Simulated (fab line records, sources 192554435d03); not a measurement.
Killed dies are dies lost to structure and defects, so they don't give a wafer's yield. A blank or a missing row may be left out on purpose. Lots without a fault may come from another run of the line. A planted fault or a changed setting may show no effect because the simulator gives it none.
Chamber matching | flow n5_finfet | N5_BEOL_M0_SAQP_ETCH_73 on rie_diel-02: 4 sister chambers
The step etches SiARC in CF4, target depth 19.5 nm, time 32.5 s. 8 wafers are shown with their chamber, then 7 later ones without.

WAFERS WITH THEIR CHAMBER
wafer  | chamber | showerhead_plenum_p_Torr (Torr) | oes_product_au (a.u.)
L080.1 | 3       | 2.05                            | 0.59
L080.2 | 2       | 2.11                            | 0.58
L080.3 | 0       | 2.10                            | 0.81
L080.4 | 1       | 2.05                            | 0.59
L080.5 | 2       | 2.11                            | 0.58
L080.6 | 1       | 2.05                            | 0.60
L082.1 | 3       | 2.04                            | 0.59
L082.2 | 0       | 2.10                            | 0.81

WAFERS WITHOUT THEIR CHAMBER
wafer  | showerhead_plenum_p_Torr (Torr) | oes_product_au (a.u.)
L082.5 | 2.04                            | 0.59
L091.2 | 2.09                            | 0.78
L091.4 | 2.04                            | 0.59
L091.6 | 2.09                            | 0.78
L096.1 | 2.04                            | 0.58
L096.3 | 2.04                            | 0.59
L096.5 | 2.10                            | 0.79

WHICH CHAMBER EACH WENT THROUGH
wafer  | from the rows above     | in truth
L082.5 | can't be placed: 3 or 1 | 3
L091.2 | 0                       | 0
L091.4 | can't be placed: 3 or 1 | 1
L091.6 | 0                       | 0
L096.1 | can't be placed: 3 or 1 | 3
L096.3 | can't be placed: 3 or 1 | 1
L096.5 | 0                       | 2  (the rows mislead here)
Placed correctly: 2 of 7. Can't be placed from these rows: 4 (the true chamber is among the candidates in 4). Placed wrongly: 1.
How it was worked out, from the rows above alone: a wafer's distance from a chamber is the root of the sum, over the readings, of the square of ((its reading less the chamber's mean) divided by the reading's scatter). The wafer belongs to the nearest chamber; if the next one is less than 2 further off, it can't be placed. A chamber's mean is the mean of its shown wafers. The scatter: the root of (the sum of the squares of (reading less its chamber's mean) over the shown wafers, divided by (wafers less chambers)).
